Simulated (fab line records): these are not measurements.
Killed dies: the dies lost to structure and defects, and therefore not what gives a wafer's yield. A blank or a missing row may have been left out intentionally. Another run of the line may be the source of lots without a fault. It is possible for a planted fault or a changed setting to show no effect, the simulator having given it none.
Chamber matching    flow n5-finfet    cmp-03 running N5_BEOL_M6_CMP_52: 4 sister chambers
The step polishes, stops on SiCOH lowk, t overpolish 6.9 s, target thk 80 nm. 24 wafers are shown with their chamber, then 12 later ones without.

## WAFERS, EACH WITH ITS CHAMBER
wafer   chamber  motor-current-A (A)  time-to-endpoint-s (s)  barrier-field-endpoint-s (s)
L078.1  1        5.8                  59                      27.6
L078.3  0        5.3                  62                      27.9
L078.6  1        5.2                  60                      27.8
L079.3  1        5.3                  57                      28.3
L079.5  0        5.3                  60                      29.0
L079.6  3        5.6                  60                      29.5
L080.1  3        5.6                  62                      28.7
L080.4  1        5.3                  62                      28.8
L080.5  2        6.6                  69                      29.3
L081.2  2        6.4                  64                      28.2
L081.4  1        5.4                  60                      28.5
L081.6  0        5.3                  63                      28.1
L082.1  3        5.5                  60                      28.3
L082.2  2        6.6                  63                      28.8
L082.4  0        5.2                  56                      28.8
L084.3  3        5.5                  62                      29.0
L084.4  1        5.4                  59                      28.9
L084.5  0        5.4                  62                      27.2
L088.1  3        5.9                  64                      28.4
L088.2  0        5.1                  62                      28.6
L088.4  1        5.7                  65                      28.3
L091.1  3        5.8                  60                      29.2
L091.3  2        5.9                  65                      30.1
L091.4  1        5.2                  60                      29.6

SIGNATURES (averages over the wafers above)
reading                   chamber 0  chamber 1  chamber 2  chamber 3  scatter within a chamber
motor-current-A           5.267      5.412      6.375      5.650      0.208
time-to-endpoint-s        60.83      60.25      65.25      61.33      2.31
barrier-field-endpoint-s  28.267     28.475     29.100     28.850     0.637
Rule: distance of a wafer from a chamber = root of the sum over the readings of ((wafer's reading minus chamber's mean) / reading's scatter) squared. The wafer belongs to the nearest chamber; if the next one is less than 2 further off, it can't be placed. The scatter: take each reading less its chamber's mean, square it, sum over the shown wafers, divide by the number of wafers less the number of chambers, and take the root.

## WAFERS WHOSE CHAMBER IS MISSING
wafer   motor-current-A (A)  time-to-endpoint-s (s)  barrier-field-endpoint-s (s)
L092.2  5.9                  63                      27.8
L092.4  5.0                  66                      29.7
L092.6  5.5                  66                      28.3
L094.2  6.2                  61                      28.9
L094.3  5.1                  57                      28.4
L094.5  5.3                  58                      29.2
L096.2  5.3                  61                      28.3
L096.3  5.3                  61                      28.4
L096.4  5.9                  67                      29.7
L097.2  5.4                  57                      27.8
L097.3  6.2                  63                      28.6
L097.6  5.0                  55                      27.1

## WHICH CHAMBER EACH WENT THROUGH
wafer   from the rows above                in truth
L092.2  can't be placed: 3 or 1 or 2 or 0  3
L092.4  can't be placed: 0 or 1 or 3       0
L092.6  can't be placed: 3 or 0 or 1       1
L094.2  can't be placed: 2 or 3 or 1       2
L094.3  can't be placed: 0 or 1 or 3       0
L094.5  can't be placed: 1 or 0 or 3       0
L096.2  can't be placed: 0 or 1 or 3       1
L096.3  can't be placed: 0 or 1 or 3       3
L096.4  can't be placed: 2 or 3 or 1       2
L097.2  can't be placed: 1 or 0 or 3       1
L097.3  can't be placed: 2 or 3            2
L097.6  can't be placed: 0 or 1 or 3       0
0 of 12 placed correctly. These rows do not allow placing 12 (true chamber among the candidates in 12). 0 placed wrongly.
